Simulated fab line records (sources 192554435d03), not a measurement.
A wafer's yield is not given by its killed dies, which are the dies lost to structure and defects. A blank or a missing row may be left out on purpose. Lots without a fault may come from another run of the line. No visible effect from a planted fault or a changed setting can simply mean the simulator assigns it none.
Matching of chambers :: flow n5 finfet :: N5_BEOL_M1_STRIP_66 on rie diel-05 has 4 sister chambers
The step strips in CF4. 24 wafers are shown with their chamber, then 12 later ones without.

== WAFERS, EACH WITH ITS CHAMBER ==
wafer: L077.2
chamber: 0
throttle valve pct (%): 13.0
oes product au (a.u.): 0.90
rf vpp V (V): 272.2

wafer: L077.4
chamber: 1
throttle valve pct (%): 13.5
oes product au (a.u.): 0.71
rf vpp V (V): 269.0

wafer: L077.5
chamber: 2
throttle valve pct (%): 13.5
oes product au (a.u.): 0.67
rf vpp V (V): 272.6

wafer: L078.1
chamber: 2
throttle valve pct (%): 13.5
oes product au (a.u.): 0.66
rf vpp V (V): 273.2

wafer: L078.2
chamber: 1
throttle valve pct (%): 13.5
oes product au (a.u.): 0.70
rf vpp V (V): 269.6

wafer: L078.4
chamber: 0
throttle valve pct (%): 13.0
oes product au (a.u.): 0.90
rf vpp V (V): 270.3

wafer: L079.2
chamber: 2
throttle valve pct (%): 13.5
oes product au (a.u.): 0.67
rf vpp V (V): 272.2

wafer: L079.3
chamber: 0
throttle valve pct (%): 13.0
oes product au (a.u.): 0.89
rf vpp V (V): 271.2

wafer: L079.5
chamber: 1
throttle valve pct (%): 13.5
oes product au (a.u.): 0.71
rf vpp V (V): 268.4

wafer: L080.1
chamber: 1
throttle valve pct (%): 13.5
oes product au (a.u.): 0.70
rf vpp V (V): 268.7

wafer: L080.5
chamber: 0
throttle valve pct (%): 13.0
oes product au (a.u.): 0.89
rf vpp V (V): 271.3

wafer: L080.6
chamber: 1
throttle valve pct (%): 13.5
oes product au (a.u.): 0.70
rf vpp V (V): 269.8

wafer: L081.2
chamber: 0
throttle valve pct (%): 13.0
oes product au (a.u.): 0.88
rf vpp V (V): 269.7

wafer: L081.3
chamber: 3
throttle valve pct (%): 13.4
oes product au (a.u.): 0.68
rf vpp V (V): 271.4

wafer: L081.5
chamber: 2
throttle valve pct (%): 13.5
oes product au (a.u.): 0.66
rf vpp V (V): 271.4

wafer: L082.1
chamber: 1
throttle valve pct (%): 13.6
oes product au (a.u.): 0.70
rf vpp V (V): 268.2

wafer: L082.4
chamber: 0
throttle valve pct (%): 13.0
oes product au (a.u.): 0.88
rf vpp V (V): 271.8

wafer: L082.6
chamber: 0
throttle valve pct (%): 13.0
oes product au (a.u.): 0.87
rf vpp V (V): 272.4

wafer: L089.4
chamber: 0
throttle valve pct (%): 13.1
oes product au (a.u.): 0.86
rf vpp V (V): 271.2

wafer: L089.5
chamber: 2
throttle valve pct (%): 13.5
oes product au (a.u.): 0.65
rf vpp V (V): 271.9

wafer: L089.6
chamber: 3
throttle valve pct (%): 12.9
oes product au (a.u.): 0.97
rf vpp V (V): 270.3

wafer: L090.3
chamber: 3
throttle valve pct (%): 12.8
oes product au (a.u.): 0.96
rf vpp V (V): 271.2

wafer: L090.5
chamber: 3
throttle valve pct (%): 12.9
oes product au (a.u.): 0.96
rf vpp V (V): 269.3

wafer: L090.6
chamber: 0
throttle valve pct (%): 13.1
oes product au (a.u.): 0.86
rf vpp V (V): 271.5

SIGNATURES (averages over the wafers above)
reading: throttle valve pct
chamber 0: 13.022
chamber 1: 13.517
chamber 2: 13.500
chamber 3: 13.000
scatter within a chamber: 0.11

reading: oes product au
chamber 0: 0.8811
chamber 1: 0.7033
chamber 2: 0.6620
chamber 3: 0.8925
scatter within a chamber: 0.0559

reading: rf vpp V
chamber 0: 271.289
chamber 1: 268.950
chamber 2: 272.260
chamber 3: 270.550
scatter within a chamber: 0.794
Rule: a wafer's distance from a chamber is the root of the sum, over the readings, of the square of ((its reading less the chamber's mean) divided by the reading's scatter). The wafer belongs to the nearest chamber; if the next one is less than 2 further off, it can't be placed. The scatter is the square root of a quotient: the sum, over the shown wafers, of each reading's squared deviation from its chamber's mean, divided by wafers minus chambers.

== WAFERS WITHOUT THEIR CHAMBER ==
wafer: L091.1
throttle valve pct (%): 12.9
oes product au (a.u.): 0.95
rf vpp V (V): 270.6

wafer: L091.4
throttle valve pct (%): 13.1
oes product au (a.u.): 0.85
rf vpp V (V): 271.9

wafer: L091.5
throttle valve pct (%): 12.9
oes product au (a.u.): 0.95
rf vpp V (V): 269.2

wafer: L093.2
throttle valve pct (%): 13.1
oes product au (a.u.): 0.85
rf vpp V (V): 272.3

wafer: L093.4
throttle valve pct (%): 13.6
oes product au (a.u.): 0.65
rf vpp V (V): 273.6

wafer: L093.6
throttle valve pct (%): 12.9
oes product au (a.u.): 0.94
rf vpp V (V): 271.3

wafer: L095.1
throttle valve pct (%): 12.9
oes product au (a.u.): 0.92
rf vpp V (V): 271.0

wafer: L095.5
throttle valve pct (%): 13.1
oes product au (a.u.): 0.85
rf vpp V (V): 272.3

wafer: L095.6
throttle valve pct (%): 13.0
oes product au (a.u.): 0.98
rf vpp V (V): 272.7

wafer: L096.1
throttle valve pct (%): 13.0
oes product au (a.u.): 0.95
rf vpp V (V): 274.1

wafer: L096.2
throttle valve pct (%): 13.1
oes product au (a.u.): 0.84
rf vpp V (V): 272.1

wafer: L096.6
throttle valve pct (%): 12.9
oes product au (a.u.): 0.92
rf vpp V (V): 270.6

== WHICH CHAMBER EACH ONE RAN IN ==
wafer: L091.1
from the rows above: can't be placed: 3 or 0
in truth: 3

wafer: L091.4
from the rows above: can't be placed: 0 or 3
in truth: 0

wafer: L091.5
from the rows above: can't be placed: 3 or 0
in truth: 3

wafer: L093.2
from the rows above: can't be placed: 0 or 3
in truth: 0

wafer: L093.4
from the rows above: 2
in truth: 2

wafer: L093.6
from the rows above: can't be placed: 0 or 3
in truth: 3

wafer: L095.1
from the rows above: can't be placed: 3 or 0
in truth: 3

wafer: L095.5
from the rows above: can't be placed: 0 or 3
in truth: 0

wafer: L095.6
from the rows above: can't be placed: 0 or 3
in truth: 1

wafer: L096.1
from the rows above: can't be placed: 0 or 3
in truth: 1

wafer: L096.2
from the rows above: can't be placed: 0 or 3
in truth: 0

wafer: L096.6
from the rows above: can't be placed: 3 or 0
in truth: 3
Correctly placed: 1 of 12. Not placeable from these rows: 11 (in 9, the candidates include the true chamber). Number placed wrongly: 0.
